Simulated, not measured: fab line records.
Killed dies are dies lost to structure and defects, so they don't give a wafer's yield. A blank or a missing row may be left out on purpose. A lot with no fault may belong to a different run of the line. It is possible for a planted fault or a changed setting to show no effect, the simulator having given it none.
Which of the tools did it? -- flow nand harc -- 24 lots, 72 wafers sampled, at 6 steps of a route of 1302

== WHAT EACH GAUGE READ, for each wafer ==
NHARC_P_ZERO_WELL_CD_MEAS_11: target cd 500 nm.
lot,measured,on,cd nm (nm)
L074,day 1 21:07,cd sem-01,500.2 499.6 497.6
L075,day 2 07:07,cd sem-02,505.6 502.9 503.2
L076,day 2 17:14,cd sem-03,500.0 501.9 501.4
L077,day 3 03:15,cd sem-03,498.8 498.6 499.3
L078,day 3 13:07,cd sem-02,503.6 502.5 503.4
L079,day 3 23:07,cd sem-03,502.1 502.3 502.9
L080,day 4 09:14,cd sem-03,500.1 498.2 499.3
L081,day 4 19:14,cd sem-01,499.8 497.9 498.0
L082,day 5 05:07,cd sem-02,502.2 499.8 501.9
L083,day 5 15:15,cd sem-02,502.4 500.2 501.2
L084,day 6 01:14,cd sem-03,498.1 501.7 498.8
L085,day 6 11:14,cd sem-02,500.9 500.8 501.0
L086,day 6 21:14,cd sem-01,498.7 503.1 500.9
L087,day 7 07:22,cd sem-02,500.8 500.0 501.2
L088,day 7 17:08,cd sem-02,499.8 499.9 501.9
L089,day 8 03:14,cd sem-03,502.5 501.2 500.3
L090,day 8 13:14,cd sem-01,503.9 503.6 500.0
L091,day 8 23:07,cd sem-01,501.1 503.3 501.4
L092,day 9 09:14,cd sem-02,500.3 501.1 502.9
L093,day 9 19:07,cd sem-03,500.2 498.1 500.2
L094,day 10 05:14,cd sem-03,497.6 497.5 499.8
L095,day 10 15:07,cd sem-01,502.9 505.7 501.8
L096,day 11 01:14,cd sem-02,502.1 499.1 501.3
L097,day 11 11:14,cd sem-01,499.8 498.1 496.7

NHARC_P_CONTACT_CD_MEAS_12: target cd 90 nm.
lot,measured,on,cd nm (nm)
L074,day 6 01:43,cd sem-01,90.7 90.8 90.1
L075,day 6 08:17,cd sem-02,89.9 90.2 90.1
L076,day 6 17:49,cd sem-02,90.3 90.7 90.2
L077,day 7 04:07,cd sem-03,89.1 90.0 89.9
L078,day 7 18:11,cd sem-01,90.3 91.1 90.2
L079,day 7 17:39,cd sem-01,90.3 89.1 89.4
L080,day 8 16:44,cd sem-02,89.8 89.0 89.8
L081,day 9 02:42,cd sem-03,90.1 89.4 90.0
L082,day 9 04:49,cd sem-03,89.2 89.6 89.6
L083,day 9 18:12,cd sem-03,90.2 89.3 90.7
L084,day 10 09:23,cd sem-02,88.8 90.6 89.2
L085,day 10 16:00,cd sem-02,89.2 89.1 88.1
L086,day 11 05:26,cd sem-03,88.9 89.1 89.6
L087,day 12 03:32,cd sem-03,89.2 90.0 89.8
L088,day 12 02:17,cd sem-03,89.3 89.1 89.2
L089,day 12 22:17,cd sem-03,90.6 90.1 89.7
L090,day 12 21:38,cd sem-01,89.9 89.6 88.3
L091,day 13 01:08,cd sem-01,89.8 90.2 89.8
L092,day 13 08:20,cd sem-02,90.9 91.2 90.6
L093,day 14 09:58,cd sem-03,90.0 89.4 90.3
L094,day 14 10:08,cd sem-02,90.3 89.7 89.9
L095,day 14 15:52,cd sem-03,90.3 90.2 89.5
L096,day 15 03:25,cd sem-02,89.9 89.0 90.2
L097,day 15 18:32,cd sem-01,88.9 89.9 89.8

== TOOL THAT RAN EACH LOT (tool first, then ch and the chambers of the sampled wafers, then the start) ==
lot,NHARC_P_STI_CMP_21,NHARC_P_GATE_STRIP_113,NHARC_P_GATE_RTA_82,NHARC_P_CONTACT_DEP_00
L074,"cmp-04 ch 0,1,2, day 3 18:56","plasma asher-01 ch 0,1, day 5 21:41","rtp anneal-02 ch 0, day 6 00:02","pecvd-04 ch 0,1, day 6 01:43 or earlier"
L075,"cmp-03 ch 0,3, day 4 03:03","plasma asher-01 ch 0,1, day 6 04:35","rtp anneal-02 ch 0, day 6 06:38","pecvd-03 ch 1,2, day 6 08:17 or earlier"
L076,"cmp-03 ch 1,2,3, day 4 12:30","plasma asher-01 ch 0,1, day 6 13:47","rtp anneal-01 ch 0, day 6 16:07","pecvd-04 ch 0,1,2, day 6 17:49 or earlier"
L077,"cmp-02 ch 0,3, day 4 18:50","plasma asher-01 ch 0, day 7 00:05","rtp anneal-01 ch 0, day 7 02:28","pecvd-04 ch 0,1, day 7 04:07 or earlier"
L078,"cmp-04 ch 1,2,3, day 5 08:19","plasma asher-02 ch 0,1, day 7 13:59","rtp anneal-01 ch 0, day 7 16:24","pecvd-03 ch 0,2, day 7 18:11 or earlier"
L079,"cmp-02 ch 0,3, day 5 15:28","plasma asher-01 ch 0,1, day 7 13:29","rtp anneal-02 ch 0, day 7 15:40","pecvd-04 ch 1,2, day 7 16:20"
L080,"cmp-04 ch 1,2,3, day 6 07:19","plasma asher-02 ch 0,1, day 8 12:50","rtp anneal-02 ch 0, day 8 14:59","pecvd-02 ch 0,1,2, day 8 16:44 or earlier"
L081,"cmp-02 ch 1,2,3, day 6 19:09","plasma asher-02 ch 0,1, day 8 22:26","rtp anneal-01 ch 0, day 9 00:39","pecvd-04 ch 0,2, day 9 01:20"
L082,"cmp-02 ch 1,2,3, day 6 23:41","plasma asher-02 ch 0,1, day 9 00:46","rtp anneal-01 ch 0, day 9 03:08","pecvd-02 ch 0,1, day 9 04:49 or earlier"
L083,"cmp-04 ch 0,2,3, day 7 12:22","plasma asher-01 ch 0,1, day 9 14:05","rtp anneal-02 ch 0, day 9 16:23","pecvd-03 ch 0,2, day 9 18:12 or earlier"
L084,"cmp-03 ch 0,1,2, day 7 22:44","plasma asher-02 ch 0,1, day 10 05:13","rtp anneal-01 ch 0, day 10 07:35","pecvd-04 ch 0,2, day 10 09:23 or earlier"
L085,"cmp-03 ch 0,2,3, day 8 07:21","plasma asher-02 ch 0, day 10 11:56","rtp anneal-02 ch 0, day 10 14:11","pecvd-03 ch 0,1, day 10 16:00 or earlier"
L086,"cmp-03 ch 0,1,3, day 8 22:06","plasma asher-01 ch 0, day 11 01:23","rtp anneal-02 ch 0, day 11 03:37","pecvd-03 ch 1,2, day 11 05:26 or earlier"
L087,"cmp-02 ch 0,1,2, day 9 17:04","plasma asher-02 ch 0,1, day 11 23:31","rtp anneal-02 ch 0, day 12 01:51","pecvd-04 ch 0,1,2, day 12 03:32 or earlier"
L088,"cmp-03 ch 2,3, day 9 16:55","plasma asher-01 ch 0,1, day 11 22:08","rtp anneal-01 ch 0, day 12 00:28","pecvd-02 ch 0,1,2, day 12 02:17 or earlier"
L089,"cmp-02 ch 2,3, day 10 10:55","plasma asher-01 ch 0,1, day 12 18:29","rtp anneal-02 ch 0, day 12 20:31","pecvd-02 ch 0,1,2, day 12 22:17 or earlier"
L090,"cmp-03 ch 0,2,3, day 10 10:55","plasma asher-02 ch 0,1, day 12 17:30","rtp anneal-02 ch 0, day 12 19:50","pecvd-04 ch 0,1,2, day 12 21:38 or earlier"
L091,"cmp-03 ch 1,2,3, day 10 21:25","plasma asher-02 ch 0,1, day 12 20:45","rtp anneal-01 ch 0, day 12 23:12","pecvd-03 ch 0,2, day 13 01:08 or earlier"
L092,"cmp-03 ch 1,3, day 11 04:56","plasma asher-02 ch 0,1, day 13 04:16","rtp anneal-01 ch 0, day 13 06:40","pecvd-02 ch 0,2, day 13 08:20 or earlier"
L093,"cmp-04 ch 2,3, day 11 20:44","plasma asher-02 ch 0,1, day 14 05:41","rtp anneal-01 ch 0, day 14 08:11","pecvd-03 ch 0,1,2, day 14 09:58 or earlier"
L094,"cmp-02 ch 0,2,3, day 12 00:55","plasma asher-01 ch 0,1, day 14 05:49","rtp anneal-02 ch 0, day 14 08:20","pecvd-02 ch 1,2, day 14 10:08 or earlier"
L095,"cmp-04 ch 0,2,3, day 12 08:25","plasma asher-02 ch 0,1, day 14 11:43","rtp anneal-02 ch 0, day 14 14:03","pecvd-04 ch 1,2, day 14 15:52 or earlier"
L096,"cmp-04 ch 0,2,3, day 12 20:06","plasma asher-02 ch 0,1, day 14 23:22","rtp anneal-02 ch 0, day 15 01:45","pecvd-03 ch 0,1, day 15 03:25 or earlier"
L097,"cmp-02 ch 2,3, day 13 09:08","plasma asher-02 ch 0,1, day 15 14:30","rtp anneal-02 ch 0, day 15 16:51","pecvd-04 ch 0,2, day 15 18:32 or earlier"
- NHARC_P_STI_CMP_21: polishes, t overpolish 20 s, target thk 380.67 nm.
- NHARC_P_GATE_STRIP_113: strips in N2/H2, time 740 s.
- NHARC_P_GATE_RTA_82: time 30 s.
- NHARC_P_CONTACT_DEP_00: deposits SiO2, target thk 500 nm.

== WHAT THE TOOLS THEMSELVES READ (means of the sampled wafers that have a number; where no wafer has one, the mark that the record gives instead) ==
NHARC_P_STI_CMP_21.
lot,tool,motor current A (A),overpolish run s (s),pad life wafers,slurry filter dp kPa (kPa)
L074,cmp-04,12.0,19.996,164,13.57
L075,cmp-03,13.5,20.006,13,13.49
L076,cmp-03,12.9,19.994,44,13.59
L077,cmp-02,12.3,20.002,170,13.47
L078,cmp-04,12.4,20.003,266,13.40
L079,cmp-02,11.4,20.005,240,13.43
L080,cmp-04,11.8,20.002,44,13.50
L081,cmp-02,11.8,20.010,2,13.31
L082,cmp-02,11.6,20.001,14,13.42
L083,cmp-04,11.3,20.004,165,13.53
L084,cmp-03,11.2,20.001,1,13.52
L085,cmp-03,13.3,20.003,32,13.43
L086,cmp-03,12.8,20.001,74,13.66
L087,cmp-02,11.9,19.997,277,13.57
L088,cmp-03,14.2,19.998,164,13.43
L089,cmp-02,11.6,20.003,342,13.38
L090,cmp-03,13.4,20.002,242,13.61
L091,cmp-03,13.1,20.002,290,13.44
L092,cmp-03,14.1,20.001,314,13.48
L093,cmp-04,12.3,20.006,146,13.39
L094,cmp-02,11.7,20.007,104,13.62
L095,cmp-04,11.2,19.997,176,13.50
L096,cmp-04,11.4,20.007,212,13.61
L097,cmp-02,11.6,19.992,224,13.69

NHARC_P_GATE_STRIP_113.
lot,tool,drypump motor current A (A),heater power w (W)
L074,plasma asher-01,6.1,87
L075,plasma asher-01,6.1,89
L076,plasma asher-01,5.9,86
L077,plasma asher-01,5.7,84
L078,plasma asher-02,5.1,82
L079,plasma asher-01,5.9,85
L080,plasma asher-02,5.1,80
L081,plasma asher-02,5.1,81
L082,plasma asher-02,5.1,82
L083,plasma asher-01,6.1,85
L084,plasma asher-02,5.1,82
L085,plasma asher-02,5.0,82
L086,plasma asher-01,5.7,84
L087,plasma asher-02,5.1,82
L088,plasma asher-01,5.9,84
L089,plasma asher-01,5.9,84
L090,plasma asher-02,5.1,82
L091,plasma asher-02,5.1,83
L092,plasma asher-02,5.1,82
L093,plasma asher-02,5.1,83
L094,plasma asher-01,6.1,86
L095,plasma asher-02,5.1,83
L096,plasma asher-02,5.1,81
L097,plasma asher-02,5.1,82

NHARC_P_GATE_RTA_82.
lot,tool,lamp power pct (%),lamp_zone_3_pct (%),wafer_temp_C_max
L074,rtp anneal-02,4.39,4.39,451.3
L075,rtp anneal-02,4.39,4.39,451.4
L076,rtp anneal-01,3.85,3.85,451.9
L077,rtp anneal-01,3.85,3.85,451.1
L078,rtp anneal-01,3.85,3.85,451.1
L079,rtp anneal-02,4.39,4.39,451.4
L080,rtp anneal-02,4.39,4.39,451.2
L081,rtp anneal-01,3.85,3.85,451.1
L082,rtp anneal-01,3.85,3.85,451.1
L083,rtp anneal-02,4.39,4.39,451.7
L084,rtp anneal-01,3.85,3.85,451.2
L085,rtp anneal-02,4.39,4.39,451.3
L086,rtp anneal-02,4.40,4.39,451.5
L087,rtp anneal-02,4.39,4.39,451.7
L088,rtp anneal-01,3.85,3.85,451.6
L089,rtp anneal-02,4.39,4.39,451.5
L090,rtp anneal-02,4.40,4.39,451.1
L091,rtp anneal-01,3.85,3.85,451.2
L092,rtp anneal-01,3.85,3.85,451.1
L093,rtp anneal-01,3.85,3.85,451.5
L094,rtp anneal-02,4.39,4.39,451.6
L095,rtp anneal-02,4.39,4.39,451.4
L096,rtp anneal-02,4.39,4.39,451.5
L097,rtp anneal-02,4.39,4.39,450.9

NHARC_P_CONTACT_DEP_00.
lot,tool,heater power w (W),throttle valve pct (%)
L074,pecvd-04,496,16.2
L075,pecvd-03,468,16.2
L076,pecvd-04,553,16.0
L077,pecvd-04,426,16.3
L078,pecvd-03,496,15.8
L079,pecvd-04,515,16.0
L080,pecvd-02,511,15.5
L081,pecvd-04,521,16.0
L082,pecvd-02,535,15.5
L083,pecvd-03,443,15.4
L084,pecvd-04,532,16.0
L085,pecvd-03,478,15.9
L086,pecvd-03,489,15.8
L087,pecvd-04,551,16.3
L088,pecvd-02,510,15.4
L089,pecvd-02,483,15.2
L090,pecvd-04,521,16.1
L091,pecvd-03,497,15.7
L092,pecvd-02,495,15.2
L093,pecvd-03,467,16.0
L094,pecvd-02,533,15.7
L095,pecvd-04,540,15.9
L096,pecvd-03,488,16.1
L097,pecvd-04,519,16.5

== THE ANSWER, worked out from the rows above alone ==
Rule: the usual values come from the lots themselves. The widest of any qualifying gaps counts: lots, ordered by their means at a reading, are off when they make up no more than a third of the lots, leave a main group of 4 or more, and stand apart from it by 3 or more times the standard deviation of that group's means. The tables above print the reading to a certain number of digits; a main group whose means all agree to those digits is not used. Also off: a lot with no number at a reading for which 4 or more lots have one. All remaining lots with rows at the step are treated as sound. Order of review: gauges by route order, followed by the tools' own readings, for which a lot's mean as printed above is used. The first step at which some lot is off is used, and at that step the reading that is off furthest; a lot without a number counts as furthest.
No lot is off at any reading shown: from this, nothing can be told.

== WHAT THE SIMULATOR HAD PUT IN ==
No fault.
